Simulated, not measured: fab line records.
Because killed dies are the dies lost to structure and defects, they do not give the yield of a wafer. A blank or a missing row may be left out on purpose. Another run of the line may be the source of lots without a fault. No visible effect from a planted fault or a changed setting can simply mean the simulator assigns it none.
Matching of chambers :: flow n5-finfet :: ald-metal-03 running N5_BEOL_M3_ALD_84: 4 sister chambers
The step deposits TaN, pulse time 2 s, purge time 3 s, co reactant purge time 2 s. 22 wafers are shown with their chamber, then 11 later ones without.

== WAFERS WITH THEIR CHAMBER ==
wafer: L074.2
chamber: 2
heater-power-w (W): 483
heater-power-outer-w (W): 270
precursor-vessel-temp-c (C): 74.83

wafer: L074.4
chamber: 0
heater-power-w (W): 363
heater-power-outer-w (W): 204
precursor-vessel-temp-c (C): 74.90

wafer: L074.6
chamber: 2
heater-power-w (W): 503
heater-power-outer-w (W): 274
precursor-vessel-temp-c (C): 74.99

wafer: L075.2
chamber: 1
heater-power-w (W): 400
heater-power-outer-w (W): 219
precursor-vessel-temp-c (C): 74.98

wafer: L075.4
chamber: 3
heater-power-w (W): 310
heater-power-outer-w (W): 182
precursor-vessel-temp-c (C): 74.90

wafer: L075.5
chamber: 1
heater-power-w (W): 395
heater-power-outer-w (W): 216
precursor-vessel-temp-c (C): 75.03

wafer: L082.3
chamber: 1
heater-power-w (W): 412
heater-power-outer-w (W): 216
precursor-vessel-temp-c (C): 75.16

wafer: L082.5
chamber: 3
heater-power-w (W): 307
heater-power-outer-w (W): 182
precursor-vessel-temp-c (C): 74.94

wafer: L082.6
chamber: 2
heater-power-w (W): 497
heater-power-outer-w (W): 270
precursor-vessel-temp-c (C): 74.95

wafer: L085.3
chamber: 3
heater-power-w (W): 312
heater-power-outer-w (W): 185
precursor-vessel-temp-c (C): 75.07

wafer: L085.4
chamber: 2
heater-power-w (W): 499
heater-power-outer-w (W): 271
precursor-vessel-temp-c (C): 74.90

wafer: L085.6
chamber: 2
heater-power-w (W): 510
heater-power-outer-w (W): 277
precursor-vessel-temp-c (C): 74.94

wafer: L089.2
chamber: 0
heater-power-w (W): 354
heater-power-outer-w (W): 210
precursor-vessel-temp-c (C): 75.00

wafer: L089.3
chamber: 3
heater-power-w (W): 311
heater-power-outer-w (W): 176
precursor-vessel-temp-c (C): 74.91

wafer: L089.5
chamber: 3
heater-power-w (W): 310
heater-power-outer-w (W): 177
precursor-vessel-temp-c (C): 75.01

wafer: L087.1
chamber: 2
heater-power-w (W): 506
heater-power-outer-w (W): 275
precursor-vessel-temp-c (C): 75.16

wafer: L087.2
chamber: 1
heater-power-w (W): 399
heater-power-outer-w (W): 215
precursor-vessel-temp-c (C): 75.06

wafer: L087.5
chamber: 1
heater-power-w (W): 402
heater-power-outer-w (W): 214
precursor-vessel-temp-c (C): 74.90

wafer: L090.4
chamber: 1
heater-power-w (W): 406
heater-power-outer-w (W): 216
precursor-vessel-temp-c (C): 74.98

wafer: L090.5
chamber: 0
heater-power-w (W): 361
heater-power-outer-w (W): 205
precursor-vessel-temp-c (C): 74.71

wafer: L090.6
chamber: 3
heater-power-w (W): 306
heater-power-outer-w (W): 175
precursor-vessel-temp-c (C): 75.03

wafer: L091.2
chamber: 2
heater-power-w (W): 498
heater-power-outer-w (W): 271
precursor-vessel-temp-c (C): 74.94

SIGNATURES (means of the wafers above)
reading: heater-power-w
chamber 0: 359.33
chamber 1: 402.33
chamber 2: 499.43
chamber 3: 309.33
scatter within a chamber: 6.21

reading: heater-power-outer-w
chamber 0: 206.33
chamber 1: 216.00
chamber 2: 272.57
chamber 3: 179.50
scatter within a chamber: 3

reading: precursor-vessel-temp-c
chamber 0: 74.8700
chamber 1: 75.0183
chamber 2: 74.9586
chamber 3: 74.9767
scatter within a chamber: 0.0969
Rule: distance of a wafer from a chamber = root of the sum over the readings of ((wafer's reading minus chamber's mean) / reading's scatter) squared. The wafer belongs to the nearest chamber; if the next one is less than 2 further off, it can't be placed. The scatter: the root of (the sum of the squares of (reading less its chamber's mean) over the shown wafers, divided by (wafers less chambers)).

== WAFERS WHOSE CHAMBER IS MISSING ==
wafer: L091.4
heater-power-w (W): 369
heater-power-outer-w (W): 208
precursor-vessel-temp-c (C): 75.04

wafer: L091.6
heater-power-w (W): 354
heater-power-outer-w (W): 214
precursor-vessel-temp-c (C): 75.03

wafer: L094.1
heater-power-w (W): 414
heater-power-outer-w (W): 215
precursor-vessel-temp-c (C): 74.99

wafer: L094.2
heater-power-w (W): 318
heater-power-outer-w (W): 179
precursor-vessel-temp-c (C): 75.17

wafer: L094.6
heater-power-w (W): 402
heater-power-outer-w (W): 218
precursor-vessel-temp-c (C): 75.05

wafer: L096.1
heater-power-w (W): 505
heater-power-outer-w (W): 272
precursor-vessel-temp-c (C): 75.08

wafer: L096.2
heater-power-w (W): 326
heater-power-outer-w (W): 181
precursor-vessel-temp-c (C): 75.06

wafer: L096.4
heater-power-w (W): 402
heater-power-outer-w (W): 221
precursor-vessel-temp-c (C): 75.06

wafer: L097.1
heater-power-w (W): 401
heater-power-outer-w (W): 219
precursor-vessel-temp-c (C): 74.87

wafer: L097.2
heater-power-w (W): 307
heater-power-outer-w (W): 175
precursor-vessel-temp-c (C): 74.88

wafer: L097.4
heater-power-w (W): 324
heater-power-outer-w (W): 179
precursor-vessel-temp-c (C): 74.91

== THE CHAMBER EACH PASSED THROUGH ==
wafer: L091.4
from the rows above: 0
in truth: 0

wafer: L091.6
from the rows above: 0
in truth: 0

wafer: L094.1
from the rows above: 1
in truth: 1

wafer: L094.2
from the rows above: 3
in truth: 3

wafer: L094.6
from the rows above: 1
in truth: 1

wafer: L096.1
from the rows above: 2
in truth: 2

wafer: L096.2
from the rows above: 3
in truth: 3

wafer: L096.4
from the rows above: 1
in truth: 1

wafer: L097.1
from the rows above: 1
in truth: 1

wafer: L097.2
from the rows above: 3
in truth: 3

wafer: L097.4
from the rows above: 3
in truth: 3
Placed correctly: 11 of 11. Can't be placed from these rows: 0. Number placed wrongly: 0.
